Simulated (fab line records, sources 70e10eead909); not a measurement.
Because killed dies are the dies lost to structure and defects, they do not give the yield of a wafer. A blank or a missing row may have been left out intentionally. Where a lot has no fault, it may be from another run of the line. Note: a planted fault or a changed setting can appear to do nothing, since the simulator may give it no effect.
fab line records	flow nand-harc
record: lots: 12	wafers: 36	last-day: 33
route steps=1302 shown P_ZERO_WELL@4 P_STI@84 END@1302
lots that met no fault: from a run of the same line without faults
start-h: the number of hours between the record's first day and the start of the first shown wafer of the lot	wait-h: hours from the lot's prior step to this one	" as in the row above	L1.1+2: one row covering several wafers at once	- no value, or no start given	* or withheld: withheld	< > ~ a bound
route shown NAME@n: names a module that has steps shown in the file, with the first one's number in the route	usual: average and standard deviation across the fault-free wafers	same: alike in all rows	chamber/n: place in a boat	sites: readings site by site	_std_site: the values' standard deviation	_edge_site: outer sites' mean less inner sites'	radius-mm: for every site, how far away it sits from the centre of the wafer	mask NAME#n: copy n	behind: the last tool/chamber to shape the wafer	hold: reason for holding the lot/hours on hold/outcome of the hold	device: the transistor (n, p or np) that didn't switch	end of line: the tests these same wafers got at the end of their route	for a step that has no rows: nothing shown but its recipe	killed: at the first sort, the dies lost to defects and structure; wafer yield is something else	map: per-die view of a wafer (x killed, . not killed, _ where there is no die)
set.NAME: the setting as run; set.NAME@STEP: as run at that earlier step	model.NAME: the simulator's own value behind a step, which no gauge read
the route's steps for a sample of lots (tables are steps, rows are wafers)
services: from which hour (start-h, from the record's first day; less than 0 if before it) a tool's chamber was out of use, for how many hours, and why
== steps ==
step: NHARC_P_ZERO_WELL_PECVD_02
recipe: target-thk-a: 100	temp-c: 400	pressure-torr: 6.5	rf-w: withheld	teos-flow-sccm: withheld	flow-sccm: 2650	target-thk-nm: 10	gas: O2	material: SiO2
lot.wafer	tool	chamber	start-h	wait-h
L581.2+6+5	pecvd-02	0,1,2	20.64	-
L582.1+2+5	pecvd-04	1,2,2	30.49	-
L584.5+4+6	pecvd-02	0,1,2	50.57	-
L592.3+2+5	pecvd-02	1,2,0	130.49	-
L594.3+2+5	pecvd-02	1,2,2	150.48	-
L596.3+2+4	pecvd-04	2,0,0	170.48	-
L599.1+5+4	pecvd-01	2,1,2	200.49	-
L600.1+5+6	pecvd-04	0,1,0	210.52	-
L601.2+3+5	pecvd-02	2,0,2	220.49	-
L602.3+4+5	pecvd-04	1,0,1	230.52	-
L603.1+3+5	pecvd-04	2,0,1	240.52	-
L604.2+4+6	pecvd-01	1,1,2	250.49	-
step: NHARC_P_ZERO_WELL_ETCH_63
recipe: target-depth-a: 1200	time-s: 40.1	hbr-flow-sccm: 150	cl2-flow-sccm: 50	rf-w: 400	icp-w: 400	bias-w: 100	chemistry: HBr/Cl2
usual: chamber-pressure-mTorr: 14.999/0.015	drypump-motor-current-A: 5.9/0.42	oes-product-au: 1.004/0.01	throttle-valve-pct: 26.405/0.0096
lot.wafer	tool	chamber	start-h	wait-h	chamber-pressure-mTorr	drypump-motor-current-A	oes-product-au	rf-hours-counter-h	throttle-valve-pct
L581.2	rie-si-04	2	21.90	-	15.021	6.7	1.006	0.19	26.411
L581.5	"	1	"	"	15.018	5.6	1.011	-	26.398
L581.6	"	2	"	"	14.972	6.7	1.006	-	26.416
L582.1	rie-si-02	3	31.55	-	14.987	5.8	0.989	0.65	26.396
L582.2	"	1	"	"	14.989	6.0	0.993	0.64	26.411
L582.5	"	3	"	"	15.011	5.8	0.990	-	26.404
L584.4	rie-si-04	2	51.55	-	15.008	6.6	1.009	0.43	26.403
L584.5	"	1	"	"	15.004	5.6	1.006	-	26.406
L584.6	"	2	"	"	14.992	6.7	0.998	-	26.415
L592.2	rie-si-02	1	131.56	-	14.987	6.1	1.009	0.25	26.411
L592.3	"	2	"	"	15.003	5.9	1.010	0.18	26.416
L592.5	"	3	"	"	14.987	5.8	0.988	-	26.404
L594.2	rie-si-03	2	151.87	-	14.968	5.1	1.002	0.58	26.417
L594.3	"	3	"	"	15.012	5.6	0.993	0.53	26.390
L594.5	"	2	"	"	14.991	5.1	1.014	-	26.396
L596.4	rie-si-03	2	171.65	-	14.996	5.1	1.017	0.73	26.404
L596.2	"	0	"	"	15.025	6.5	1.006	0.59	26.390
L596.3	"	1	"	"	14.972	5.8	1.016	0.69	26.396
L599.1	rie-si-02	0	201.66	-	14.974	6.0	0.987	0.71	26.410
L599.4	"	1	"	"	15.020	6.0	1.009	-	26.390
L599.5	"	3	"	"	14.976	5.8	1.003	-	26.399
L600.1	rie-si-04	2	211.66	-	15.018	6.7	1.002	0.29	26.405
L600.6	"	1	"	"	14.998	5.6	1.016	-	26.405
L600.5	"	2	"	"	15.007	6.7	1.005	-	26.409
L601.2	rie-si-04	2	221.66	-	15.026	6.7	1.014	0.37	26.415
L601.3	"	3	"	"	15.019	6.7	1.004	0.31	26.410
L601.5	"	2	"	"	14.999	6.6	1.015	-	26.401
L602.3	rie-si-04	3	231.55	-	15.025	6.6	1.004	0.43	26.408
L602.4	"	2	"	"	15.012	6.6	1.021	0.49	26.414
L602.5	"	0	"	"	14.996	5.7	1.001	-	26.406
L603.3	rie-si-03	2	241.60	-	14.982	5.1	1.017	0.10	26.410
L603.1	"	0	"	"	15.004	6.5	1.011	0.07	26.405
L603.5	"	3	"	"	14.974	5.6	0.998	-	26.415
L604.2	rie-si-02	2	252.64	-	15.027	5.9	1.006	0.72	26.401
L604.4	"	0	"	"	15.003	6.0	0.996	0.89	26.391
L604.6	"	3	"	"	15.008	5.8	0.993	-	26.406
step: NHARC_P_ZERO_WELL_INSPECT_43
usual: raw-defect-count: 14/6.2
lot.wafer	tool	chamber	start-h	wait-h	raw-defect-count
L581.2	defect-inspect-01	-	27.92	0.5	8
L581.5	"	-	"	"	15
L581.6	"	-	"	"	16
L582.1	defect-inspect-02	-	37.37	0.6	5
L582.2	"	-	"	"	6
L582.5	"	-	"	"	7
L584.4	defect-inspect-02	-	57.58	0.2	18
L584.5	"	-	"	"	12
L584.6	"	-	"	"	23
L592.2	defect-inspect-01	-	137.62	0.5	570
L592.3	"	-	"	"	618
L592.5	"	-	"	"	589
L594.2	defect-inspect-01	-	157.88	0.5	599
L594.3	"	-	"	"	588
L594.5	"	-	"	"	652
L596.2	defect-inspect-02	-	177.70	0.5	6
L596.3	"	-	"	"	8
L596.4	"	-	"	"	1
L599.1	defect-inspect-01	-	207.32	0.6	27
L599.4	"	-	"	"	24
L599.5	"	-	"	"	18
L600.1	defect-inspect-01	-	217.43	0.6	13
L600.5	"	-	"	"	16
L600.6	"	-	"	"	15
L601.2	defect-inspect-02	-	231.59	0.5	9
L601.3	"	-	"	"	18
L601.5	"	-	"	"	13
L602.3	defect-inspect-01	-	237.47	0.4	11
L602.4	"	-	"	"	18
L602.5	"	-	"	"	13
L603.1	defect-inspect-02	-	247.70	0.6	27
L603.3	"	-	"	"	11
L603.5	"	-	"	"	10
L604.2	defect-inspect-02	-	258.58	0.5	16
L604.4	"	-	"	"	16
L604.6	"	-	"	"	18
step: NHARC_P_STI_OVL_MEAS_10
usual: overlay-x-nm: 1/5.2	overlay-y-nm: -1/4.4
lot.wafer	tool	chamber	start-h	wait-h	overlay-x-nm	overlay-y-nm
L581.2	overlay-01	-	50.30	-	2	-5
L581.5	"	-	"	"	1	-4
L581.6	"	-	"	"	2	-4
L582.1	overlay-01	-	58.79	-	-6	8
L582.2	"	-	"	"	-6	9
L582.5	"	-	"	"	-6	8
L584.4	overlay-01	-	75.74	-	3	8
L584.5	"	-	"	"	3	9
L584.6	"	-	"	"	3	9
L592.2	overlay-02	-	158.91	-	6	-10
L592.3	"	-	"	"	5	-10
L592.5	"	-	"	"	6	-10
L594.2	overlay-02	-	173.18	-	2	3
L594.3	"	-	"	"	2	3
L594.5	"	-	"	"	2	3
L596.2	overlay-02	-	192.24	-	5	-4
L596.3	"	-	"	"	6	-4
L596.4	"	-	"	"	5	-3
L599.1	overlay-02	-	223.36	-	14	1
L599.4	"	-	"	"	13	1
L599.5	"	-	"	"	13	1
L600.1	overlay-01	-	236.72	-	3	2
L600.5	"	-	"	"	2	2
L600.6	"	-	"	"	2	1
L601.2	overlay-02	-	247.48	-	-3	0
L601.3	"	-	"	"	-3	0
L601.5	"	-	"	"	-3	0
L602.3	overlay-02	-	253.72	-	9	2
L602.4	"	-	"	"	10	1
L602.5	"	-	"	"	10	1
L603.1	overlay-02	-	264.09	-	6	-5
L603.3	"	-	"	"	5	-5
L603.5	"	-	"	"	6	-5
L604.2	overlay-01	-	273.05	-	4	-4
L604.4	"	-	"	"	4	-5
L604.6	"	-	"	"	4	-5
step: NHARC_P_STI_ETCH_42
recipe: target-depth-a: 800	overetch-a: 240	time-s: 61	ion-energy-ev: 200	n2-flow-sccm: 150	h2-flow-sccm: 150	ar-flow-sccm: 0	rf-w: 400	bias-w: 150	chemistry: N2/H2
usual: chamber-pressure-mTorr: 30.001/0.026	drypump-motor-current-A: 5.7/0.36	oes-product-au: 1.004/0.013	rf-vpp-V: 431/3	showerhead-plenum-p-Torr: 2.07/0.11	throttle-valve-pct: 14.172/0.0083
lot.wafer	tool	chamber	start-h	wait-h	chamber-pressure-mTorr	drypump-motor-current-A	oes-product-au	rf-hours-counter-h	rf-vpp-V	showerhead-plenum-p-Torr	throttle-valve-pct
L581.2	rie-diel-09	0	50.57	0.1	29.975	5.4	1.003	7	437	2.20	14.161
L581.5	"	2	"	"	29.991	5.1	1.006	-	432	2.14	14.162
L581.6	"	3	"	"	30.048	6.1	1.011	-	432	2.14	14.176
L582.1	rie-diel-04	0	59.06	0.1	29.981	5.5	0.981	2	430	2.04	14.170
L582.2	"	1	"	"	30.038	5.3	1.006	2	429	2.04	14.171
L582.5	"	3	"	"	29.988	5.6	1.010	-	427	1.90	14.170
L584.4	rie-diel-04	2	76.01	0.1	30.012	6.2	1.023	4	436	2.19	14.164
L584.5	"	3	"	"	30.020	5.6	1.020	-	426	1.90	14.189
L584.6	"	0	"	"	29.974	5.5	0.990	-	430	2.04	14.172
L592.2	rie-diel-09	3	159.19	0.1	30.011	6.0	1.012	1	432	2.14	14.159
L592.3	"	1	"	"	29.965	6.0	1.012	1	428	1.90	14.177
L592.5	"	3	"	"	29.970	6.0	1.012	-	432	2.14	14.182
L594.2	rie-diel-04	2	173.45	0.1	29.996	6.2	1.020	11	435	2.18	14.176
L594.3	"	3	"	"	29.986	5.6	1.019	11	425	1.90	14.174
L594.5	"	3	"	"	30.055	5.5	1.006	-	426	1.90	14.169
L596.4	rie-diel-04	0	192.49	0.1	30.011	5.5	0.994	1	432	2.04	14.171
L596.2	"	2	"	"	29.994	6.2	1.018	0	433	2.18	14.176
L596.3	"	3	"	"	30.035	5.5	0.994	1	425	1.90	14.163
L599.4	rie-diel-09	0	223.62	0.1	29.965	5.4	1.009	4	434	2.20	14.170
L599.1	"	3	"	"	30.023	6.0	1.011	8	434	2.13	14.176
L599.5	"	0	"	"	30.007	5.4	1.008	-	435	2.20	14.179
L600.1	rie-diel-04	0	236.99	0.1	30.036	5.5	1.001	4	431	2.04	14.167
L600.5	"	2	"	"	29.969	6.2	1.012	-	435	2.18	14.167
L600.6	"	3	"	"	29.998	5.5	1.007	-	427	1.89	14.172
L601.3	rie-diel-09	3	247.74	0.1	29.972	6.0	1.036	10	434	2.13	14.170
L601.2	"	1	"	"	29.964	6.0	1.010	9	427	1.90	14.179
L601.5	"	2	"	"	30.025	5.1	1.002	-	434	2.13	14.168
L602.3	rie-diel-09	2	253.97	0.1	30.041	5.1	1.000	10	434	2.13	14.186
L602.4	"	3	"	"	29.967	6.1	1.013	10	433	2.13	14.175
L602.5	"	3	"	"	29.992	6.0	1.023	-	434	2.13	14.178
L603.1	rie-diel-08	0	264.34	0.1	29.979	5.7	0.997	3	432	2.11	14.174
L603.3	"	3	"	"	30.001	6.0	1.018	3	432	2.07	14.180
L603.5	"	0	"	"	30.028	5.7	1.008	-	433	2.11	14.180
L604.2	rie-diel-09	1	273.31	0.1	30.001	6.0	1.014	11	426	1.89	14.165
L604.4	"	0	"	"	30.028	5.4	1.009	8	434	2.19	14.162
L604.6	"	1	"	"	29.989	6.0	1.018	-	425	1.89	14.171
step: NHARC_END_SORT_01
recipe: temp-c: 25
usual: killed-at-array: 59/20	killed-at-other: 0.8/1	killed-at-periphery: 3.2/2.1	killed-dies: 63/21	killed-open: 3.0/1.9	killed-short: 2.3/1.5
same: gross-dies: 677
lot.wafer	tool	chamber	start-h	wait-h	killed-at-array	killed-at-other	killed-at-periphery	killed-dies	killed-open	killed-short
L592.2	prober-01	0	686.67	2.8	66	0	88	154	5	1
L592.3	prober-01	0	687.46	3.1	52	0	69	121	2	1
L592.5	prober-01	0	689.05	3.7	49	2	71	122	1	1
L594.2	prober-01	0	694.47	2.8	52	0	89	141	1	0
L594.3	prober-01	0	695.26	3.1	60	0	72	132	3	1
L594.5	prober-01	0	696.86	3.7	62	0	92	154	0	2
killed by level:class
L592.2 P_ZERO_WELL:unspecified=84 A_SLIT:chamber-film-flake=33 A_CONTACT:chamber-film-flake=11 A_CHANNEL_HOLE_D1:chamber-film-flake=4 A_STAIRCASE:chamber-film-flake=4 A_SGD_CUT:chamber-film-flake=3 A_CHANNEL_FILL_D2:chamber-film-flake=2 A_WL_FILL:chamber-film-flake=2
L592.3 P_ZERO_WELL:unspecified=66 A_SLIT:chamber-film-flake=27 A_CHANNEL_HOLE_D1:chamber-film-flake=10 A_CONTACT:chamber-film-flake=5 A_STAIRCASE:chamber-film-flake=4 P_CONTACT:chamber-film-flake=2 A_BLC:chamber-film-flake=2 A_ONON_D1:geometric-particle:short=1
L592.5 P_ZERO_WELL:unspecified=65 A_SLIT:chamber-film-flake=32 A_CONTACT:chamber-film-flake=4 A_CHANNEL_HOLE_D1:chamber-film-flake=4 A_SGD_CUT:chamber-film-flake=3 P_ZERO_WELL:chamber-film-flake=2 P_CONTACT:chamber-film-flake=2 A_CHANNEL_HOLE_D2:chamber-film-flake=2
L594.2 P_ZERO_WELL:unspecified=87 A_CHANNEL_HOLE_D1:chamber-film-flake=21 A_CHANNEL_HOLE_D2:chamber-film-flake=11 A_CONTACT:chamber-film-flake=9 A_CHANNEL_FILL_D2:chamber-film-flake=5 A_STAIRCASE:chamber-film-flake=3 P_CONTACT:geometric-particle:open=1 P_CONTACT:chamber-film-flake=1
L594.3 P_ZERO_WELL:unspecified=69 A_CHANNEL_HOLE_D1:chamber-film-flake=23 A_CHANNEL_HOLE_D2:chamber-film-flake=23 A_STAIRCASE:chamber-film-flake=5 A_WL_FILL:chamber-film-flake=2 P_CONTACT:geometric-particle:open=1 P_M1:geometric-particle:open=1 A_CHANNEL_FILL_D1:geometric-particle:open=1
L594.5 P_ZERO_WELL:unspecified=92 A_CHANNEL_HOLE_D1:chamber-film-flake=27 A_CHANNEL_HOLE_D2:chamber-film-flake=17 A_CONTACT:chamber-film-flake=6 A_STAIRCASE:chamber-film-flake=3 A_ZERO_WELL:chamber-film-flake=2 A_SLIT:chamber-film-flake=2 A_CHANNEL_FILL_D2:chamber-film-flake=2
== services ==
tool	chamber	start-h	hours	kind
rie-diel-04	-	0.90	9.0	pm
rie-diel-09	2	1.91	15.4	repair
rie-si-03	2	42.27	4.4	repair
pecvd-04	-	44.39	1.5	repair
pecvd-02	-	54.97	13.0	pm
rie-si-02	1	57.48	2.5	repair
rie-diel-04	0	59.76	10.1	repair
rie-si-04	3	81.37	3.9	repair
rie-diel-04	2	86.37	1.4	repair
pecvd-04	-	88.00	13.0	pm
rie-si-02	-	100.05	9.0	pm
rie-diel-09	2	109.03	2.2	repair
rie-diel-09	0	136.08	43.1	repair
rie-diel-09	-	143.19	9.0	pm
rie-si-04	-	165.00	9.0	pm
rie-diel-04	0	165.66	13.1	repair
rie-diel-04	-	177.90	9.0	pm
rie-si-02	2	194.85	8.0	repair
rie-si-04	-	198.03	0.2	repair
pecvd-02	-	235.97	13.0	pm
rie-diel-04	0	241.65	14.1	repair
rie-si-04	-	250.44	1.1	repair
rie-diel-04	0	259.85	10.5	repair
pecvd-04	-	269.00	13.0	pm
== key ==
first-sign: step: NHARC_P_ZERO_WELL_INSPECT_43	reading: raw-defect-count	direction: up	sigmas: 95	usual: 14	struck: 603
effect: step: NHARC_END_SORT_01	reading: killed-at-periphery	direction: up	sigmas: 36	usual: 3.2	struck: 80.2
more-kills-born-at: NHARC_P_ZERO_WELL_PECVD_02@pecvd-02: 463
met-at NHARC_P_ZERO_WELL_PECVD_02
struck-lots L592,L594
tester-left-out L592,L594
not-acting-at NHARC_P_ZERO_WELL_ETCH_63,NHARC_P_STI_OVL_MEAS_10,NHARC_P_STI_ETCH_42
onset-between 50.57 130.49
fault: kind: chamber-particle-source	tool: pecvd-02	chamber: -	onset-h: 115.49	steps: NHARC_P_ZERO_WELL_PECVD_02	rate-per-visit-cm2: 0.91945	end-h: 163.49
tester-left-out: of these lots the tester's yield and bins aren't shown, on N5 and GAA mostly nor the transistor test; their killed dies are dies lost to structure and defects alone, not to doping, threshold or leakage, so they don't give the yield
